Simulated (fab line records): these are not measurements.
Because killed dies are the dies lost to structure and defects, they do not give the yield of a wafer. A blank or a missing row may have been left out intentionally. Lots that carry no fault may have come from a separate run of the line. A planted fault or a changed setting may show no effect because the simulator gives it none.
What tool caused it? :: flow n5 finfet :: Sampling: 9 lots, 24 wafers, 4 of 1938 route steps

WHAT THE GAUGES SHOWED, per wafer
N5_BEOL_M3_OCD_MEAS_38.
lot: L259
measured: day 7 19:12
on: ocd-01
trench depth nm (nm): 54.1 55.4 55.5

lot: L260
measured: day 8 13:54
on: ocd-02
trench depth nm (nm): 56.9 54.8 55.4

lot: L263
measured: day 8 23:49
on: ocd-02
trench depth nm (nm): 54.7 53.6

lot: L269
measured: day 11 04:11
on: ocd-01
trench depth nm (nm): 59.2 59.4 59.0

lot: L270
measured: day 11 06:29
on: ocd-02
trench depth nm (nm): 63.5 59.0 59.1

lot: L275
measured: day 12 07:16
on: ocd-01
trench depth nm (nm): 53.3 54.5 53.7

lot: L277
measured: day 12 11:27
on: ocd-02
trench depth nm (nm): 53.2 54.6

lot: L278
measured: day 13 15:30
on: ocd-02
trench depth nm (nm): 54.3 55.8

lot: L279
measured: day 13 18:30
on: ocd-01
trench depth nm (nm): 54.8 53.8 54.1

WHAT TOOL EACH LOT RAN ON (gives the tool, then ch and the chambers of the sampled wafers, and finally the start)
lot: L259
N5_BEOL_M3_ETCH_64: rie diel-03 ch 2,3, day 7 13:54
N5_BEOL_M3_STRIP_19: rie diel-06 ch 0,1,3, day 7 14:13
N5_BEOL_M3_TRENCH_ETCH_37: rie diel-05 ch 1,3, day 7 19:02

lot: L260
N5_BEOL_M3_ETCH_64: rie diel-05 ch 0,1,2, day 8 01:02
N5_BEOL_M3_STRIP_19: rie diel-06 ch 0,1,2, day 8 01:19
N5_BEOL_M3_TRENCH_ETCH_37: rie diel-05 ch 0,2,3, day 8 13:45

lot: L263
N5_BEOL_M3_ETCH_64: rie diel-05 ch 0,2, day 8 21:48
N5_BEOL_M3_STRIP_19: rie diel-03 ch 1,2, day 8 22:10
N5_BEOL_M3_TRENCH_ETCH_37: rie diel-05 ch 1,3, day 8 23:39

lot: L269
N5_BEOL_M3_ETCH_64: rie diel-06 ch 0,3, day 10 10:33
N5_BEOL_M3_STRIP_19: rie diel-06 ch 1,2, day 10 10:56
N5_BEOL_M3_TRENCH_ETCH_37: rie diel-05 ch 2,3, day 11 04:02

lot: L270
N5_BEOL_M3_ETCH_64: rie diel-06 ch 0,1, day 10 22:01
N5_BEOL_M3_STRIP_19: rie diel-06 ch 1,2,3, day 10 22:18
N5_BEOL_M3_TRENCH_ETCH_37: rie diel-05 ch 0,1, day 11 06:20

lot: L275
N5_BEOL_M3_ETCH_64: rie diel-03 ch 0,1, day 12 04:41
N5_BEOL_M3_STRIP_19: rie diel-06 ch 1,2,3, day 12 04:58
N5_BEOL_M3_TRENCH_ETCH_37: rie diel-03 ch 1,2, day 12 07:07

lot: L277
N5_BEOL_M3_ETCH_64: rie diel-05 ch 0,2, day 12 08:53
N5_BEOL_M3_STRIP_19: rie diel-03 ch 1,2, day 12 09:08
N5_BEOL_M3_TRENCH_ETCH_37: rie diel-06 ch 0,3, day 12 11:17

lot: L278
N5_BEOL_M3_ETCH_64: rie diel-05 ch 0,1, day 13 12:01
N5_BEOL_M3_STRIP_19: rie diel-05 ch 0,1, day 13 12:18
N5_BEOL_M3_TRENCH_ETCH_37: rie diel-06 ch 0,1, day 13 15:21

lot: L279
N5_BEOL_M3_ETCH_64: rie diel-06 ch 1,2, day 13 16:35
N5_BEOL_M3_STRIP_19: rie diel-03 ch 0,2, day 13 16:52
N5_BEOL_M3_TRENCH_ETCH_37: rie diel-03 ch 0,3, day 13 18:21
- N5_BEOL_M3_ETCH_64: etches SOC in N2/H2, target depth 75 nm, overetch 15 nm, time 112.5 s.
- N5_BEOL_M3_STRIP_19: strips in O2.
- N5_BEOL_M3_TRENCH_ETCH_37: etches SiOC in C4F6/O2, target depth 55.555 nm, time 29.2 s.

THE ANSWER, worked out from the rows above alone
Rule: the lots themselves supply what counts as usual. Put in order of their means at a reading, lots are off if they are a third of the lots or fewer, leave a main group of 4 or more, and stand apart from it by a gap of 3 or more times the standard deviation of the main group's means; of several such gaps the widest counts. A main group whose means are all the same, to the digits that the tables above print for the reading, isn't used. A lot without any number at a reading at which 4 lots or more have one is off too. The other lots that the step has rows for count as sound.
Off: L269, L270 (N5_BEOL_M3_OCD_MEAS_38, trench depth nm). Main group: mean 54.6 nm, sd 0.65.
A tool fits if, at a process step before that reading, it ran every lot that is off, and no sound lot after the first of them. Gauges at N5_BEOL_M3_OCD_MEAS_38: tried the same way as those tools. One candidate fits, namely rie diel-05 at N5_BEOL_M3_TRENCH_ETCH_37. A fault onset in the window from L263 (day 8 23:39, its last sound lot) to L269 (day 11 04:02, its first lot off) fits.

WHAT THE SIMULATOR PUT IN
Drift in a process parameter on rie diel-05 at N5_BEOL_M3_TRENCH_ETCH_37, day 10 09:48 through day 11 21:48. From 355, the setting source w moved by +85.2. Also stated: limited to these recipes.
Lots struck among those shown: L269, L270. The rule above reached the same finding.
